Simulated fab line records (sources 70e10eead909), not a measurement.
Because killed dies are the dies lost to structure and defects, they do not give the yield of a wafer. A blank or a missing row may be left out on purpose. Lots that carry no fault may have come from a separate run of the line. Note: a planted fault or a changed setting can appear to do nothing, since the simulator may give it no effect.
Matching of chambers | flow nand-harc | 4 sister chambers for NHARC_A_STAIRCASE_ALD_420 on ald-hk-03
The step deposits SiO2, target thk 20 nm, pulse time 6 s, ald cycles 200. 16 wafers are shown with their chamber, then 8 later ones without.

EACH WAFER AND ITS CHAMBER
wafer  | chamber | heater-power-w (W) | precursor-pulse-height-rel
L074.1 | 3       | 435                | 0.997
L074.4 | 1       | 406                | 1.036
L074.5 | 3       | 446                | 0.995
L076.3 | 2       | 419                | 0.977
L076.4 | 0       | 527                | 1.002
L076.5 | 2       | 416                | 1.001
L077.4 | 0       | 519                | 1.025
L077.5 | 0       | 528                | 1.026
L077.6 | 3       | 461                | 1.010
L081.2 | 1       | 408                | 0.992
L081.3 | 0       | 539                | 0.977
L081.5 | 3       | 442                | 1.004
L085.1 | 1       | 395                | 1.038
L085.3 | 3       | 416                | 0.998
L085.5 | 0       | 496                | 1.019
L094.1 | 3       | 426                | 1.048

SIGNATURES, as means of the wafers listed above
reading                    | chamber 0 | chamber 1 | chamber 2 | chamber 3 | scatter within a chamber
heater-power-w             | 521.80    | 403.00    | 417.50    | 437.67    | 14.1
precursor-pulse-height-rel | 1.00980   | 1.02200   | 0.98900   | 1.00867   | 0.0211
Rule: a wafer's distance from a chamber is the root of the sum, over the readings, of the square of ((its reading less the chamber's mean) divided by the reading's scatter). If the next closest chamber is less than 2 further off than the closest, the wafer can't be placed; otherwise it belongs to the closest. How the scatter is found: for the shown wafers, subtract from each reading the mean of its chamber, square and add these, divide the total by (wafers less chambers), then take the root.

WAFERS MISSING THEIR CHAMBER
wafer  | heater-power-w (W) | precursor-pulse-height-rel
L094.2 | 505                | 1.000
L094.5 | 413                | 0.995
L095.2 | 517                | 0.994
L095.4 | 418                | 1.007
L095.6 | 434                | 1.016
L097.1 | 437                | 0.958
L097.2 | 417                | 1.031
L097.3 | 520                | 0.994

WHICH CHAMBER EACH ONE RAN IN
wafer  | from the rows above          | in truth
L094.2 | 0                            | 0
L094.5 | can't be placed: 2 or 1 or 3 | 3
L095.2 | 0                            | 0
L095.4 | can't be placed: 2 or 1 or 3 | 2
L095.6 | can't be placed: 3 or 2 or 1 | 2
L097.1 | can't be placed: 2 or 3 or 1 | 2
L097.2 | can't be placed: 1 or 3 or 2 | 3
L097.3 | 0                            | 0
Correctly placed: 3 of 8. Can't be placed from these rows: 5 (the true chamber is among the candidates in 5). Wrongly placed: 0.
